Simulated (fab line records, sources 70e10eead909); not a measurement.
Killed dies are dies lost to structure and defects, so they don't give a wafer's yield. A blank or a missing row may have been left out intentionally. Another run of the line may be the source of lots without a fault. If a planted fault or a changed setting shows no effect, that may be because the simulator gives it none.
fab line records	flow nand-harc
record: lots: 4	wafers: 12	last-day: 32
route steps=1302 shown A_CHANNEL_HOLE_D1@461 END@1302
lots that met no fault: from a run of the same line without faults
start-h: start of the lot's first displayed wafer, in hours after the record's first day	wait-h: how many hours have passed since the lot's step before this one	" repeats the value in the row above	L1.1+2: several wafers, shown together as one row	- either no value or no given start	* or withheld: withheld	< > ~ a bound
route shown NAME@n: names a module that has steps shown in the file, with the first one's number in the route	usual: mean/standard deviation of fault-free wafers	same: alike in all rows	chamber/n: place in a boat	sites: the reading at each site	_std_site: standard deviation across them	_edge_site: the outer-site mean with the inner-site mean subtracted	radius-mm: for every site, how far away it sits from the centre of the wafer	mask NAME#n: copy n	behind: the most recent tool/chamber to have shaped the wafer	hold: the reason the lot was held/the length of the hold in hours/how it ended	device: transistor that didn't switch, given as n, p or np	end of line: the route-end tests of the same wafers	a step with no rows: only its recipe	killed: at the first sort, the dies lost to defects and structure; wafer yield is something else	map: a wafer's dies, x killed, . not, _ none there
set.NAME: the setting as run; set.NAME@STEP: as run at that earlier step	model.NAME: the simulator's own value behind a step, which no gauge read
lots at selected steps of the route; one table per step, one row per wafer
services: from which hour (start-h, from the record's first day; less than 0 if before it) a tool's chamber was out of use, for how many hours, and why
== steps ==
step: NHARC_A_CHANNEL_HOLE_D1_DEVELOP_09
recipe: develop-time-s: 35	dev-temp-c: 23
step: NHARC_A_CHANNEL_HOLE_D1_DESCUM_15
recipe: time-s: 3	o2-flow-sccm: 200	ar-flow-sccm: 0	bias-power-w: 0	chemistry: O2
step: NHARC_A_CHANNEL_HOLE_D1_ETCH_38
recipe: target-depth-a: 390	over-etch-frac: 0.3	time-s: 65	ion-energy-ev: 80	cf4-flow-sccm: 150	ar-flow-sccm: 0	rf-w: 300	bias-w: 100	chemistry: CF4
step: NHARC_A_CHANNEL_HOLE_D1_ETCH_39
recipe: target-depth-a: 2600	over-etch-frac: 0.3	time-s: 325	ion-energy-ev: 200	n2-flow-sccm: 150	h2-flow-sccm: 150	ar-flow-sccm: 0	rf-w: 400	bias-w: 150	chemistry: N2/H2
step: NHARC_A_CHANNEL_HOLE_D1_ETCH_34
recipe: target-depth-a: 1540	time-s: 77	cf4-flow-sccm: 100	chf3-flow-sccm: 30	ar-flow-sccm: 0	rf-w: 500	bias-w: 200	chemistry: CF4/CHF3
step: NHARC_A_CHANNEL_HOLE_D1_ETCH_16
recipe: target-depth-a: 31000	over-etch-frac: 0.3	time-s: 806	ion-energy-ev: 150	o2-flow-sccm: 400	cos-flow-sccm: 20	ar-flow-sccm: 0	rf-w: 500	bias-w: 300	chemistry: O2/COS
step: NHARC_A_CHANNEL_HOLE_D1_ETCH_19
recipe: bias-v: 1200	source-w: 2500	pressure-mtorr: 15	time-s: 34.5	ar-flow-sccm: 375	c4f8-flow-sccm: 28.8	o2-flow-sccm: 96.2	temp-c: -20	target-depth-a: *	chemistry: C4F8/O2/Ar
step: NHARC_A_CHANNEL_HOLE_D1_ETCH_20
recipe: bias-v: 3000	source-w: withheld	pressure-mtorr: 20	time-s: 361.9	ar-flow-sccm: 375	c4f8-flow-sccm: 89.3	o2-flow-sccm: 35.7	temp-c: -20	target-depth-a: 16000	chemistry: C4F8/O2/Ar
step: NHARC_A_CHANNEL_HOLE_D1_ETCH_21
recipe: bias-v: 3000	source-w: withheld	pressure-mtorr: 20	time-s: 514.3	ar-flow-sccm: 375	c4f8-flow-sccm: 89.3	o2-flow-sccm: 35.7	temp-c: -20	target-depth-a: 16000	chemistry: C4F8/O2/Ar
usual: c4f8-flow-sccm: 89.30/0.25	chamber-pressure-mTorr: 19.998/0.018	drypump-motor-current-A: 6.1/0.45	o2-flow-sccm: 35.69/0.11	showerhead-plenum-p-Torr: 3.65/0.11	throttle-valve-pct: 32.155/0.0089
lot.wafer	tool	chamber	start-h	wait-h	c4f8-flow-sccm	chamber-pressure-mTorr	drypump-motor-current-A	o2-flow-sccm	rf-hours-counter-h	showerhead-plenum-p-Torr	throttle-valve-pct
L327.1	har-etch-01	1	279.88	0.3	-	-	-	-	-	-	-
L327.6	"	0	"	"	-	-	-	-	-	-	-
L327.5	"	1	"	"	-	-	-	-	-	-	-
L328.2	har-etch-01	1	292.08	0.3	-	-	-	-	-	-	-
L328.4	"	1	"	"	-	-	-	-	-	-	-
L328.6	"	1	"	"	-	-	-	-	-	-	-
L337.1	har-etch-01	1	374.32	0.3	89.26	19.991	6.6	35.81	199	3.67	32.154
L337.4	"	1	"	"	89.76	19.994	6.6	35.60	-	3.67	32.159
L337.5	"	1	"	"	88.86	20.004	6.6	35.70	-	3.67	32.143
L338.2	har-etch-01	1	382.60	0.3	89.02	20.017	6.6	35.80	207	3.67	32.162
L338.3	"	0	"	"	88.95	20.002	6.5	35.58	-	3.44	32.158
L338.6	"	0	"	"	89.19	19.995	6.5	35.66	-	3.44	32.151
step: NHARC_A_CHANNEL_HOLE_D1_ETCH_22
recipe: bias-v: 3000	source-w: withheld	pressure-mtorr: 20	time-s: 666.7	ar-flow-sccm: 375	c4f8-flow-sccm: 89.3	o2-flow-sccm: 35.7	temp-c: -20	target-depth-a: 16000	chemistry: C4F8/O2/Ar
step: NHARC_A_CHANNEL_HOLE_D1_ETCH_23
recipe: bias-v: 5000	source-w: withheld	pressure-mtorr: 20	time-s: 819	ar-flow-sccm: 375	c4f8-flow-sccm: 89.3	o2-flow-sccm: 35.7	temp-c: -20	target-depth-a: 16000	chemistry: C4F8/O2/Ar
step: NHARC_A_CHANNEL_HOLE_D1_ETCH_24
recipe: bias-v: 5000	source-w: withheld	pressure-mtorr: 20	time-s: 906.2	ar-flow-sccm: 375	c4f8-flow-sccm: 93.8	o2-flow-sccm: 31.2	temp-c: -20	target-depth-a: 15000	chemistry: C4F8/O2/Ar
step: NHARC_A_CHANNEL_HOLE_D1_ETCH_25
recipe: bias-v: 5000	source-w: withheld	pressure-mtorr: 20	time-s: 1040.2	ar-flow-sccm: 375	c4f8-flow-sccm: 93.8	o2-flow-sccm: 31.2	temp-c: -20	target-depth-a: 15000	chemistry: C4F8/O2/Ar
step: NHARC_A_CHANNEL_HOLE_D1_ETCH_26
recipe: bias-v: 300	source-w: 2000	pressure-mtorr: 30	time-s: 224.1	ar-flow-sccm: 375	c4f8-flow-sccm: 11.4	o2-flow-sccm: 113.6	temp-c: -20	target-depth-a: 3000	chemistry: C4F8/O2/Ar
step: NHARC_A_CHANNEL_HOLE_D1_ETCH_33
recipe: bias-v: 400	source-w: 2000	pressure-mtorr: 25	time-s: 90	ar-flow-sccm: 375	c4f8-flow-sccm: 41.7	o2-flow-sccm: 83.3	temp-c: -20	target-depth-a: 4000	chemistry: C4F8/O2/Ar
step: NHARC_A_CHANNEL_HOLE_D1_STRIP_41
recipe: n2-flow-sccm: 150	h2-flow-sccm: 150	ar-flow-sccm: 0	bias-w: 0	chemistry: N2/H2
step: NHARC_A_CHANNEL_HOLE_D1_STRIP_42
recipe: cf4-flow-sccm: 100	chf3-flow-sccm: 30	ar-flow-sccm: 0	bias-w: 0	chemistry: CF4/CHF3
step: NHARC_A_CHANNEL_HOLE_D1_STRIP_43
recipe: o2-flow-sccm: 400	cos-flow-sccm: 20	ar-flow-sccm: 0	bias-w: 0	chemistry: O2/COS
step: NHARC_A_CHANNEL_HOLE_D1_ETCH_44
recipe: target-depth-a: 1400	overetch-a: 140	time-s: 77	ion-energy-ev: 100	cf4-flow-sccm: 80	o2-flow-sccm: 20	ar-flow-sccm: 0	rf-w: 300	bias-w: 100	chemistry: CF4/O2
usual: bias-w: 100.0/0.34	cf4-flow-sccm: 80.02/0.25	drypump-motor-current-A: 5.5/0.38	o2-flow-sccm: 20.00/0.059	oes-product-au: 1.005/0.0099	rf-vpp-V: 197.1/1.1	showerhead-plenum-p-Torr: 1.30/0.04	throttle-valve-pct: 13.397/0.0092
lot.wafer	tool	chamber	start-h	wait-h	bias-w	cf4-flow-sccm	drypump-motor-current-A	o2-flow-sccm	oes-product-au	rf-hours-counter-h	rf-vpp-V	showerhead-plenum-p-Torr	throttle-valve-pct	model.A_CHANNEL_HOLE_D1.cd-nm
L327.1	rie-diel-09	2	284.12	0.1	100.7	80.25	5.1	19.99	1.005	12	198.2	1.33	13.392	97.11
L327.6	"	2	"	"	100.4	80.27	5.1	20.01	0.999	-	196.7	1.33	13.389	100.9
L327.5	"	3	"	"	100.2	79.92	5.7	19.93	1.024	-	196.7	1.26	13.395	97.65
L328.4	rie-diel-09	2	296.31	0.1	99.5	79.88	5.1	20.05	0.989	12	197.2	1.33	13.404	99.08
L328.2	"	3	"	"	100.0	80.31	5.7	20.01	1.009	12	198.1	1.26	13.389	99.81
L328.6	"	2	"	"	99.6	80.13	5.1	20.00	0.992	-	199.1	1.33	13.384	101
L337.1	rie-diel-08	0	378.70	0.1	100.2	79.92	5.5	19.89	1.003	0	199.6	1.35	13.399	89.23
L337.4	"	1	"	"	100.5	80.05	5.9	19.97	1.001	0	197.4	1.32	13.380	87.73
L337.5	"	3	"	"	99.7	80.12	5.5	20.09	1.003	-	196.2	1.28	13.383	89.76
L338.3	rie-diel-09	2	386.87	0.1	100.0	80.43	5.1	19.99	0.999	7	197.4	1.33	13.411	90.67
L338.2	"	0	"	"	99.9	79.90	5.9	19.99	1.006	7	196.8	1.26	13.404	90.32
L338.6	"	2	"	"	99.7	79.72	5.1	19.96	0.996	-	197.1	1.33	13.381	91.24
step: NHARC_A_CHANNEL_HOLE_D1_STRIP_27
recipe: o2-flow-sccm: 500	ar-flow-sccm: 0	bias-w: 0	chemistry: O2
step: NHARC_A_CHANNEL_HOLE_D1_PRECLEAN_28
recipe: time-s: *	temp-c: 50	bath-age-min: 0	chemistry: SC1
step: NHARC_A_CHANNEL_HOLE_D1_SRD_29
step: NHARC_A_CHANNEL_HOLE_D1_CD_MEAS_30
usual: cd-nm: 89.8/1.1
lot.wafer	tool	chamber	start-h	wait-h	cd-nm
L327.1	cd-sem-02	-	284.92	-	0.5
L327.5	"	-	"	"	-0.7
L327.6	"	-	"	"	0.1
L328.2	cd-sem-02	-	297.10	-	0.5
L328.4	"	-	"	"	1.1
L328.6	"	-	"	"	1.1
L337.1	cd-sem-03	-	379.50	-	89.5
L337.4	"	-	"	"	88.7
L337.5	"	-	"	"	90.2
L338.2	cd-sem-03	-	387.68	-	89.9
L338.3	"	-	"	"	90.9
L338.6	"	-	"	"	91.2
step: NHARC_A_CHANNEL_HOLE_D1_XSEM_31
recipe: landing-energy-ev: 35000
usual: bot-cd-nm: 74.3/1.2	bow-nm: 8.7/0.32	tilt-deg: 0.07/0.038
lot.wafer	tool	chamber	start-h	wait-h	bot-cd-nm	bow-nm	tilt-deg
L327.1	xsem-02	0	285.02	0.1	0.3	0.0	0.01
L327.5	"	0	"	"	0.0	0.0	0.01
L327.6	"	0	"	"	0.0	0.0	0.01
L328.2	xsem-01	0	297.20	0.1	0.6	0.4	0.13
L328.4	"	0	"	"	1.4	0.4	0.13
L328.6	"	0	"	"	1.3	0.4	0.13
L337.1	xsem-02	0	379.59	0.1	74.0	9.3	0.13
L337.4	"	0	"	"	72.8	9.3	0.13
L337.5	"	0	"	"	74.8	9.3	0.13
L338.2	xsem-02	0	387.77	0.1	74.0	8.7	0.06
L338.3	"	0	"	"	74.7	8.7	0.06
L338.6	"	0	"	"	74.4	8.7	0.06
step: NHARC_END_SORT_01
recipe: temp-c: 25
usual: killed-at-array: 55/20	killed-at-other: 1.2/1.3	killed-at-periphery: 4.0/3	killed-dies: 60/21	killed-open: 3.2/1.9	killed-short: 2.5/1.6
same: gross-dies: 677
lot.wafer	tool	chamber	start-h	wait-h	killed-at-array	killed-at-other	killed-at-periphery	killed-dies	killed-open	killed-short
L328.2	prober-02	0	685.50	2.8	671	2	4	677	5	4
L328.4	prober-02	0	687.11	3.4	676	1	0	677	8	6
L328.6	prober-02	0	688.72	4.0	672	1	4	677	2	2
L327.1	prober-01	0	692.49	2.5	673	2	2	677	4	2
L327.5	prober-01	0	695.64	3.6	676	1	0	677	2	1
L327.6	prober-01	0	696.42	3.9	676	0	1	677	0	3
L338.2	prober-01	0	754.58	2.8	50	0	2	52	4	7
L338.3	prober-01	0	755.38	3.1	61	1	3	65	6	4
L338.6	prober-01	0	757.78	4.0	63	0	1	64	6	2
killed by level:class
L328.2 A_CHANNEL_HOLE_D1:area-etch=645 A_CHANNEL_HOLE_D1:chamber-film-flake=7 A_CONTACT:chamber-film-flake=5 A_CHANNEL_HOLE_D1:geometric-particle:open=3 A_STAIRCASE:chamber-film-flake=3 A_CHANNEL_HOLE_D1:geometric-particle:short=2 P_STI:chamber-film-flake=2 A_CHANNEL_HOLE_D2:chamber-film-flake=2
L328.4 A_CHANNEL_HOLE_D1:area-etch=642 A_CHANNEL_HOLE_D1:chamber-film-flake=9 A_CHANNEL_HOLE_D1:geometric-particle:open=4 A_CHANNEL_HOLE_D2:chamber-film-flake=4 A_CHANNEL_HOLE_D1:geometric-particle:short=3 A_STAIRCASE:chamber-film-flake=3 A_CONTACT:chamber-film-flake=2 A_CHANNEL_FILL_D1:geometric-particle:open=1
L328.6 A_CHANNEL_HOLE_D1:area-etch=648 A_CHANNEL_HOLE_D1:chamber-film-flake=7 A_CHANNEL_HOLE_D2:chamber-film-flake=4 A_SLIT:chamber-film-flake=4 A_CONTACT:chamber-film-flake=3 A_STAIRCASE:chamber-film-flake=2 P_CONTACT:geometric-particle:open=1 A_CHANNEL_HOLE_D1:geometric-particle:short=1
L327.1 A_CHANNEL_HOLE_D1:area-etch=617 A_SLIT:chamber-film-flake=28 A_CHANNEL_HOLE_D2:chamber-film-flake=8 A_STAIRCASE:chamber-film-flake=3 A_WL_FILL:chamber-film-flake=3 A_CHANNEL_HOLE_D1:geometric-particle:open=2 A_CHANNEL_HOLE_D1:chamber-film-flake=2 A_CHANNEL_FILL_D1:chamber-film-flake=2
L327.5 A_CHANNEL_HOLE_D1:area-etch=632 A_SLIT:chamber-film-flake=21 A_CHANNEL_HOLE_D2:chamber-film-flake=6 A_BONDPAD:chamber-film-flake=4 A_CHANNEL_HOLE_D1:chamber-film-flake=3 A_CHANNEL_FILL_D1:chamber-film-flake=2 A_STAIRCASE:chamber-film-flake=2 A_CONTACT:chamber-film-flake=2
L327.6 A_CHANNEL_HOLE_D1:area-etch=615 A_SLIT:chamber-film-flake=34 A_CHANNEL_HOLE_D2:chamber-film-flake=13 A_CHANNEL_HOLE_D1:chamber-film-flake=2 A_STAIRCASE:chamber-film-flake=2 A_WL_FILL:chamber-film-flake=2 A_CONTACT:chamber-film-flake=2 A_CHANNEL_HOLE_D1:geometric-particle:short=1
L338.2 A_CHANNEL_HOLE_D2:chamber-film-flake=18 A_SLIT:chamber-film-flake=9 A_CHANNEL_HOLE_D1:chamber-film-flake=6 A_CHANNEL_FILL_D2:chamber-film-flake=4 A_ONON_D1:geometric-particle:short=2 A_CONTACT:chamber-film-flake=2 P_CONTACT:geometric-particle:open=1 P_M0:geometric-particle:short=1
L338.3 A_CHANNEL_HOLE_D2:chamber-film-flake=19 A_CHANNEL_HOLE_D1:chamber-film-flake=18 A_SLIT:chamber-film-flake=7 A_CONTACT:chamber-film-flake=3 A_ONON_D2:geometric-particle:open=2 A_CHANNEL_FILL_D2:geometric-particle:open=2 A_CHANNEL_FILL_D2:chamber-film-flake=2 P_CONTACT:geometric-particle:open=1
L338.6 A_CHANNEL_HOLE_D2:chamber-film-flake=30 A_CONTACT:chamber-film-flake=7 A_CHANNEL_HOLE_D1:chamber-film-flake=6 A_SLIT:chamber-film-flake=5 A_DECK1_JOINT:chamber-film-flake=3 A_ONON_D2:geometric-particle:open=2 A_CHANNEL_HOLE_D1:geometric-particle:open=1 A_ONON_D2:geometric-particle:short=1
map L327.1 (x killed, . not)
____________x____________
_________xxxxxxx_________
_______xxxxxxxxxxx_______
______xxxxxxxxxxxxx______
_____xxxxxxxxxxxxxxx_____
____xxxxxxxxxxxxxxxxx____
____xxxxxxxxxxxxxxxxx____
___xxxxxxxxxxxxxxxxxxx___
___xxxxxxxxxxxxxxxxxxx___
__xxxxxxxxxxxxxxxxxxxxx__
__xxxxxxxxxxxxxxxxxxxxx__
_xxxxxxxxxxxxxxxxxxxxxxx_
_xxxxxxxxxxxxxxxxxxxxxxx_
_xxxxxxxxxxxxxxxxxxxxxxx_
_xxxxxxxxxxxxxxxxxxxxxxx_
_xxxxxxxxxxxxxxxxxxxxxxx_
xxxxxxxxxxxxxxxxxxxxxxxxx
xxxxxxxxxxxxxxxxxxxxxxxxx
xxxxxxxxxxxxxxxxxxxxxxxxx
xxxxxxxxxxxxxxxxxxxxxxxxx
xxxxxxxxxxxxxxxxxxxxxxxxx
_xxxxxxxxxxxxxxxxxxxxxxx_
_xxxxxxxxxxxxxxxxxxxxxxx_
_xxxxxxxxxxxxxxxxxxxxxxx_
_xxxxxxxxxxxxxxxxxxxxxxx_
_xxxxxxxxxxxxxxxxxxxxxxx_
__xxxxxxxxxxxxxxxxxxxxx__
__xxxxxxxxxxxxxxxxxxxxx__
___xxxxxxxxxxxxxxxxxxx___
___xxxxxxxxxxxxxxxxxxx___
____xxxxxxxxxxxxxxxxx____
____xxxxxxxxxxxxxxxxx____
_____xxxxxxxxxxxxxxx_____
______xxxxxxxxxxxxx______
_______xxxxxxxxxxx_______
_________xxxxxxx_________
____________x____________
map L328.2 (x killed, . not)
____________x____________
_________xxxxxxx_________
_______xxxxxxxxxxx_______
______xxxxxxxxxxxxx______
_____xxxxxxxxxxxxxxx_____
____xxxxxxxxxxxxxxxxx____
____xxxxxxxxxxxxxxxxx____
___xxxxxxxxxxxxxxxxxxx___
___xxxxxxxxxxxxxxxxxxx___
__xxxxxxxxxxxxxxxxxxxxx__
__xxxxxxxxxxxxxxxxxxxxx__
_xxxxxxxxxxxxxxxxxxxxxxx_
_xxxxxxxxxxxxxxxxxxxxxxx_
_xxxxxxxxxxxxxxxxxxxxxxx_
_xxxxxxxxxxxxxxxxxxxxxxx_
_xxxxxxxxxxxxxxxxxxxxxxx_
xxxxxxxxxxxxxxxxxxxxxxxxx
xxxxxxxxxxxxxxxxxxxxxxxxx
xxxxxxxxxxxxxxxxxxxxxxxxx
xxxxxxxxxxxxxxxxxxxxxxxxx
xxxxxxxxxxxxxxxxxxxxxxxxx
_xxxxxxxxxxxxxxxxxxxxxxx_
_xxxxxxxxxxxxxxxxxxxxxxx_
_xxxxxxxxxxxxxxxxxxxxxxx_
_xxxxxxxxxxxxxxxxxxxxxxx_
_xxxxxxxxxxxxxxxxxxxxxxx_
__xxxxxxxxxxxxxxxxxxxxx__
__xxxxxxxxxxxxxxxxxxxxx__
___xxxxxxxxxxxxxxxxxxx___
___xxxxxxxxxxxxxxxxxxx___
____xxxxxxxxxxxxxxxxx____
____xxxxxxxxxxxxxxxxx____
_____xxxxxxxxxxxxxxx_____
______xxxxxxxxxxxxx______
_______xxxxxxxxxxx_______
_________xxxxxxx_________
____________x____________
== services ==
tool	chamber	start-h	hours	kind
rie-diel-09	0	274.60	-	clean
rie-diel-09	1	274.60	-	clean
rie-diel-09	2	274.60	-	clean
rie-diel-09	3	274.60	-	clean
rie-diel-08	1	294.71	2.7	repair
rie-diel-09	0	299.10	-	clean
rie-diel-09	1	299.10	-	clean
rie-diel-09	2	299.10	-	clean
rie-diel-09	3	299.10	-	clean
rie-diel-09	-	320.10	9.0	pm
rie-diel-09	0	320.10	9.0	vent-cycle
rie-diel-09	1	320.10	9.0	vent-cycle
rie-diel-09	2	320.10	9.0	vent-cycle
rie-diel-09	3	320.10	9.0	vent-cycle
rie-diel-09	0	329.10	-	clean
rie-diel-09	1	329.10	-	clean
rie-diel-09	2	329.10	-	clean
rie-diel-09	3	329.10	-	clean
rie-diel-09	0	353.60	-	clean
rie-diel-09	1	353.60	-	clean
rie-diel-09	2	353.60	-	clean
har-etch-01	-	362.35	4.3	repair
rie-diel-08	-	368.13	9.0	pm
xsem-01	-	374.00	14.0	pm
== key ==
first-sign: step: NHARC_A_CHANNEL_HOLE_D1_ETCH_21	reading: tool-record	direction: missing
effect: step: NHARC_A_CHANNEL_HOLE_D1_CD_MEAS_30	reading: cd-nm	direction: down	sigmas: 79	usual: 89.8	struck: 0.4
effect: step: NHARC_A_CHANNEL_HOLE_D1_XSEM_31	reading: bot-cd-nm	direction: down	sigmas: 61	usual: 74.3	struck: 0.6
effect: step: NHARC_END_SORT_01	reading: killed-at-array	direction: up	sigmas: 30	usual: 55	struck: 674
model-effect: step: NHARC_A_CHANNEL_HOLE_D1_ETCH_44	value: A_CHANNEL_HOLE_D1.cd-nm	without: 89.92	struck: 99.26
more-kills-born-at: NHARC_A_CHANNEL_HOLE_D1_ETCH_21@har-etch-01: 3799
met-at NHARC_A_CHANNEL_HOLE_D1_ETCH_21
struck-wafers L327.1,L327.5,L327.6,L328.2,L328.4,L328.6
later-rows-left-out L327.1,L327.5,L327.6,L328.2,L328.4,L328.6
tester-left-out L327,L328
fault: kind: skipped-step-whole	tool: har-etch-01	chamber: -	onset-h: 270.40	steps: NHARC_A_CHANNEL_HOLE_D1_ETCH_21	scope: struck-lots-only
tester-left-out: of these lots the tester's yield and bins aren't shown, on N5 and GAA mostly nor the transistor test; their killed dies are dies lost to structure and defects alone, not to doping, threshold or leakage, so they don't give the yield
later-rows-left-out: the simulator's readings of these wafers behind a module that went badly wrong aren't trusted and aren't shown, but for the sort
